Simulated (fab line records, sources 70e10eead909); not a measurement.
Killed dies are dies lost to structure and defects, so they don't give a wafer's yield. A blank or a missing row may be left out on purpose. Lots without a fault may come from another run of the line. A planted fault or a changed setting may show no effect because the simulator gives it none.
Chamber matching | flow nand_harc | NHARC_P_M2_DESCUM_14 on rie_diel-02: 4 sister chambers
The step chemistry O2, time 3 s. 14 wafers are shown with their chamber, then 7 later ones without.

WAFERS WITH THEIR CHAMBER
wafer  | chamber | drypump_motor_current_A (A) | oes_product_au (a.u.) | rf_vpp_V (V)
L076.2 | 0       | 6.3                         | 0.999                 | 58.4
L076.4 | 3       | 5.4                         | 0.992                 | 56.7
L076.5 | 3       | 5.4                         | 0.992                 | 56.5
L078.1 | 0       | 6.3                         | 1.005                 | 57.7
L078.3 | 2       | 5.8                         | 1.008                 | 57.7
L078.4 | 1       | 6.0                         | 0.993                 | 60.5
L079.1 | 2       | 5.7                         | 1.005                 | 56.7
L079.2 | 3       | 5.4                         | 0.992                 | 57.5
L079.4 | 1       | 6.0                         | 0.996                 | 59.2
L084.2 | 1       | 6.0                         | 1.005                 | 58.9
L084.5 | 3       | 5.4                         | 0.994                 | 56.9
L084.6 | 0       | 6.3                         | 1.002                 | 58.9
L086.3 | 3       | 5.4                         | 0.993                 | 58.4
L086.4 | 1       | 6.0                         | 0.995                 | 57.4

SIGNATURES (means of the wafers above)
reading                 | chamber 0 | chamber 1 | chamber 2 | chamber 3 | scatter within a chamber
drypump_motor_current_A | 6.300     | 6.000     | 5.750     | 5.400     | 0.0224
oes_product_au          | 1.00200   | 0.99725   | 1.00650   | 0.99260   | 0.00332
rf_vpp_V                | 58.333    | 59.000    | 57.200    | 57.200    | 0.919
Rule: a wafer's distance from a chamber is the root of the sum, over the readings, of the square of ((its reading less the chamber's mean) divided by the reading's scatter). The wafer belongs to the nearest chamber; if the next one is less than 2 further off, it can't be placed. The scatter: the root of (the sum of the squares of (reading less its chamber's mean) over the shown wafers, divided by (wafers less chambers)).

WAFERS WITHOUT THEIR CHAMBER
wafer  | drypump_motor_current_A (A) | oes_product_au (a.u.) | rf_vpp_V (V)
L086.6 | 5.7                         | 1.002                 | 56.9
L096.1 | 5.4                         | 0.986                 | 56.6
L096.2 | 5.7                         | 0.993                 | 57.3
L096.3 | 6.3                         | 1.004                 | 58.6
L097.2 | 5.7                         | 0.977                 | 59.0
L097.4 | 5.4                         | 0.983                 | 59.5
L097.6 | 6.3                         | 0.988                 | 56.9

WHICH CHAMBER EACH WENT THROUGH
wafer  | from the rows above | in truth
L086.6 | 2                   | 2
L096.1 | 3                   | 3
L096.2 | 2                   | 2
L096.3 | 0                   | 0
L097.2 | 2                   | 2
L097.4 | 3                   | 3
L097.6 | 0                   | 0
Placed correctly: 7 of 7. Can't be placed from these rows: 0. Placed wrongly: 0.
